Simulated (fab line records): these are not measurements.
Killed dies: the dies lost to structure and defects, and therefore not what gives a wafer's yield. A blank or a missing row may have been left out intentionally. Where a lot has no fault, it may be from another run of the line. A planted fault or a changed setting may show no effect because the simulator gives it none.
A struck lot beside a sound one ; flow nandHarc ; 14 steps out of a route of 1159
Sound: these wafers, L130.3, L130.4, L130.6. Wafers L142.2, L142.3, L142.5 were the ones struck. The cause comes at the end.
Order at every step that has rows: each side's tool, ch and its chambers, its first start. Under that, the readings that differ: sound wafers ; struck wafers ; difference of the means ; sigmas: that difference in standard deviations of wafers without a fault.
alike: readings with means less than 2 such deviations apart, plus words and numbers identical on both sides. not compared: withheld readings, readings lacking a value on some wafer, bounds such as >300 that could conceal the same value, and numbers that have no deviation in the record and whose values overlap.
The two part at a step that has a row with sigmas, a row that says differs or no value, or rows on one side only. Numbers that have no deviation but don't overlap get no sigmas and don't part them. Lack of a reading on every wafer of one side parts them only where that side has two or more wafers.

first, 5 steps without rows for these wafers: NHARC_A_STAIRCASE_EBR_180; NHARC_A_STAIRCASE_EXPOSE_181 (exposes mask STAIR 2); NHARC_A_STAIRCASE_PEB_182 (peb time 130 s); NHARC_A_STAIRCASE_DEVELOP_183 (time 140 s); NHARC_A_STAIRCASE_HARDBAKE_185 (time 140 s).
NHARC_A_STAIRCASE_DESCUM_186: chemistry O2, time 3 s.
  sound on rieDiel-05 ch 1,2,3, day 10 18:53; struck on rieDiel-05 ch 0,2,3, day 14 01:35
  alike: drypumpMotorCurrentA, oesProductAu, rfVppV, showerheadPlenumPTorr, throttleValvePct
  not compared: rfHoursCounterH
NHARC_A_STAIRCASE_TRIM_187: chemistry O2, time 211.2 s.
  sound on rieDiel-05 ch 1,2, day 10 18:58; struck on rieDiel-05 ch 1,2, day 14 01:40
  alike: drypumpMotorCurrentA, oesProductAu, rfVppV, showerheadPlenumPTorr, throttleValvePct
  not compared: rfHoursCounterH
NHARC_A_STAIRCASE_ETCH_188: etches the open film in C4F8/O2, target depth 100 nm, time 40.5 s.
  sound: rieDiel-05 ch 0,2,3; struck: rieDiel-05 ch 0,1,3
  alike: biasW, chamberPressureMTorr, oesProductAu, rfVppV
  not compared: rfHoursCounterH
then, 1 step without rows for these wafers: NHARC_A_STAIRCASE_TRIM_189 (chemistry O2, time 211.2 s).
NHARC_A_STAIRCASE_ETCH_190: etches the open film in C4F8/O2, target depth 100 nm, time 40.5 s.
  sound: rieDiel-05 ch 0,3; struck: rieDiel-05 ch 0,1,3
reading;sound;struck;difference;sigmas
biasW (W);1008 1004 1008;999 996 1001;-8;-3
  alike: chamberPressureMTorr, oesProductAu, rfVppV
  not compared: rfHoursCounterH
then, 1 step without rows for these wafers: NHARC_A_STAIRCASE_TRIM_191 (chemistry O2, time 211.2 s).
NHARC_A_STAIRCASE_ETCH_192: etches the open film in C4F8/O2, target depth 100 nm, time 40.5 s.
  sound on rieDiel-05 ch 1,2,3, day 10 19:34; struck on rieDiel-05 ch 0,1,2, day 14 02:17
  no value came back on the struck wafers for biasW (W), chamberPressureMTorr (mTorr), oesProductAu (a.u.), rfVppV (V); on the sound wafers biasW (W) reads 1000 1003 1002
  not compared: rfHoursCounterH
NHARC_A_STAIRCASE_TRIM_193: chemistry O2, time 211.2 s.
  sound: rieDiel-05 ch 0,1; struck: rieDiel-05 ch 0,3
  alike: drypumpMotorCurrentA, oesProductAu, rfVppV, showerheadPlenumPTorr, throttleValvePct
  not compared: rfHoursCounterH
-- record jumps: 8 days between struck wafers' starts before vs after; left off in module A_STAIRCASE, resumes in module END, first step shown is number 1159 of the route --
NHARC_END_SORT_01:
  at this point the record logs the struck wafers (prober-02 ch 0, day 22 04:01) and has no rows for the sound ones

== WHERE THEY PART ==
First at NHARC_A_STAIRCASE_ETCH_190; last, within this record, at NHARC_END_SORT_01.

WHY: the cause the simulator had injected
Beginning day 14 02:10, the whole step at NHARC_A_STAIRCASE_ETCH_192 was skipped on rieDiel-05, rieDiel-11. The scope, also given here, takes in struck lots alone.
